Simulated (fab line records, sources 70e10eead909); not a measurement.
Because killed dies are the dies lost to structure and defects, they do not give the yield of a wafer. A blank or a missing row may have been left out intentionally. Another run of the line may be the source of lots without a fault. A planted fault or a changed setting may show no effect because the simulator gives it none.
Matching of chambers / flow nandHarc / NHARC_P_M0_ETCH_34 on rieDiel-03 has 4 sister chambers
The step etches the open film in N2/H2, target depth 40 nm, overetch 12 nm, time 43.94 s. 4 wafers are shown with their chamber, then 10 later ones without.

== EACH WAFER AND ITS CHAMBER ==
wafer=L084.1; chamber=0; showerheadPlenumPTorr (Torr)=1.88
wafer=L086.5; chamber=2; showerheadPlenumPTorr (Torr)=2.11
wafer=L087.1; chamber=1; showerheadPlenumPTorr (Torr)=1.88
wafer=L087.2; chamber=3; showerheadPlenumPTorr (Torr)=2.13

== WAFERS WHOSE CHAMBER IS MISSING ==
wafer=L087.3; showerheadPlenumPTorr (Torr)=2.11
wafer=L089.1; showerheadPlenumPTorr (Torr)=1.88
wafer=L089.3; showerheadPlenumPTorr (Torr)=2.12
wafer=L089.5; showerheadPlenumPTorr (Torr)=2.12
wafer=L088.2; showerheadPlenumPTorr (Torr)=2.10
wafer=L088.3; showerheadPlenumPTorr (Torr)=1.88
wafer=L088.5; showerheadPlenumPTorr (Torr)=2.10
wafer=L097.1; showerheadPlenumPTorr (Torr)=2.21
wafer=L097.2; showerheadPlenumPTorr (Torr)=2.11
wafer=L097.4; showerheadPlenumPTorr (Torr)=2.21

== WHICH CHAMBER EACH ONE RAN IN ==
wafer=L087.3; from the rows above=can't be placed: 2 or 3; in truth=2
wafer=L089.1; from the rows above=can't be placed: 0 or 1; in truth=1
wafer=L089.3; from the rows above=can't be placed: 3 or 2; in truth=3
wafer=L089.5; from the rows above=can't be placed: 3 or 2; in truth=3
wafer=L088.2; from the rows above=can't be placed: 2 or 3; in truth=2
wafer=L088.3; from the rows above=can't be placed: 0 or 1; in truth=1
wafer=L088.5; from the rows above=can't be placed: 2 or 3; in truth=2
wafer=L097.1; from the rows above=can't be placed: 3 or 2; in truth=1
wafer=L097.2; from the rows above=can't be placed: 2 or 3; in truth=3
wafer=L097.4; from the rows above=can't be placed: 3 or 2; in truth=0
Correctly placed: 0 of 10. These rows do not allow placing 10 (true chamber among the candidates in 8). Placed wrongly: 0.
How it was worked out, from the rows above alone: a wafer's distance from a chamber is the root of the sum, over the readings, of the square of ((its reading less the chamber's mean) divided by the reading's scatter). The wafer belongs to the nearest chamber; if the next one is less than 2 further off, it can't be placed. A chamber's mean is the mean of its shown wafers. The scatter: root of mean squared gap, hidden wafer to nearest shown wafer, with one shown wafer a chamber.
